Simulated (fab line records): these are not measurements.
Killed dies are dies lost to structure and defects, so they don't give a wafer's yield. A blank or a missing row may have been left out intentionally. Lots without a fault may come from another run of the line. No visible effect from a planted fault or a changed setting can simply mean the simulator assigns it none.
Tool commonality check -- flow nand-harc -- Sampled: 4 lots, 12 wafers

== REASON IT WAS OPENED ==
Flagged at NHARC_END_SORT_01: reading killed-at-array, on 3 of 4 lots. Fault-free wafers read 63, with a standard deviation of 18.
Rule: a lot gets a flag if all its wafers with a number sit over 4 standard deviations from that mean, or if no wafer of it has a number. The other lots count as sound.

lot,measured,on,"killed-at-array, wafer by wafer",flag
L908,day 31 08:58,prober-01,670 670 669,FLAGGED
L906,day 31 09:53,prober-02,65 82 65,
L911,day 31 16:52,prober-02,668 674 673,FLAGGED
L910,day 32 01:22,prober-01,670 665 675,FLAGGED
The mean of the flagged lots' numbers is 670, +607 from the usual (+34 standard deviations).

== TOOL THAT RAN EACH LOT ==
Before the reading, the record contains 4 process steps out of a 1302-step route. In each cell: the tool, then ch and the chambers that the sampled wafers went through, then the start.
lot,flag,NHARC_A_STAIRCASE_ETCH_17,NHARC_A_STAIRCASE_ETCH_21,NHARC_A_STAIRCASE_TRIM_24,NHARC_A_STAIRCASE_ETCH_25
L908,FLAGGED,"rie-diel-10 ch 1,2,3, day 19 20:31 or earlier","rie-diel-04 ch 1,3, day 19 20:31","rie-diel-04 ch 1,3, day 19 20:58","rie-diel-04 ch 1,3, day 31 08:58 or earlier"
L906,,"rie-diel-10 ch 1,2, day 18 04:26 or earlier","rie-diel-04 ch 0,1,3, day 18 04:26 or earlier","rie-diel-04 ch 0,1,3, day 18 04:26","rie-diel-04 ch 0,1,2, day 31 09:53 or earlier"
L911,FLAGGED,"rie-diel-04 ch 0,1, day 20 03:32 or earlier","rie-diel-10 ch 1,2,3, day 20 03:32 or earlier","rie-diel-10 ch 2,3, day 20 03:32","rie-diel-10 ch 1,2, day 31 16:52 or earlier"
L910,FLAGGED,"rie-diel-10 ch 2,3, day 20 10:59 or earlier","rie-diel-04 ch 0,1,3, day 20 10:59 or earlier","rie-diel-04 ch 0,3, day 20 10:59","rie-diel-04 ch 0,1, day 32 01:22 or earlier"
What these steps do:
- NHARC_A_STAIRCASE_ETCH_17: etches the open film in C4F8/O2, target depth 100 nm, time 40.5 s.
- NHARC_A_STAIRCASE_ETCH_21: etches the open film in C4F8/O2, target depth 100 nm, time 40.5 s.
- NHARC_A_STAIRCASE_TRIM_24: chemistry O2, time 211.2 s.
- NHARC_A_STAIRCASE_ETCH_25: etches the open film in C4F8/O2, target depth 100 nm, time 40.5 s.
- NHARC_END_SORT_01

== FLAGGED OVER TOTAL, TOOL BY TOOL (the gauges that took the reading come last) ==
step,tool,lots run,flagged,share of the flagged lots,sound lots run after its first flagged lot
NHARC_A_STAIRCASE_ETCH_17,rie-diel-04,1,1,some,0
NHARC_A_STAIRCASE_ETCH_17,rie-diel-10,3,2,some,0
NHARC_A_STAIRCASE_ETCH_21,rie-diel-04,3,2,some,0
NHARC_A_STAIRCASE_ETCH_21,rie-diel-10,1,1,some,0
NHARC_A_STAIRCASE_TRIM_24,rie-diel-04,3,2,some,0
NHARC_A_STAIRCASE_TRIM_24,rie-diel-10,1,1,some,0
NHARC_A_STAIRCASE_ETCH_25,rie-diel-04,3,2,some,1 (L906)
NHARC_A_STAIRCASE_ETCH_25,rie-diel-10,1,1,some,0
NHARC_END_SORT_01,prober-01,2,2,some,0
NHARC_END_SORT_01,prober-02,2,1,some,0
With no start given for some of its lots, NHARC_A_STAIRCASE_ETCH_17 uses the hours and lot order of NHARC_A_STAIRCASE_TRIM_24. With no start given for some of its lots, NHARC_A_STAIRCASE_ETCH_21 uses the hours and lot order of NHARC_A_STAIRCASE_TRIM_24. With no start given for some of its lots, NHARC_A_STAIRCASE_ETCH_25 uses the hours and lot order of NHARC_END_SORT_01.

== WHAT THE TABLE ALLOWS ==
No row of the table ran every flagged lot.

== WHAT WAS PUT IN BY THE SIMULATOR ==
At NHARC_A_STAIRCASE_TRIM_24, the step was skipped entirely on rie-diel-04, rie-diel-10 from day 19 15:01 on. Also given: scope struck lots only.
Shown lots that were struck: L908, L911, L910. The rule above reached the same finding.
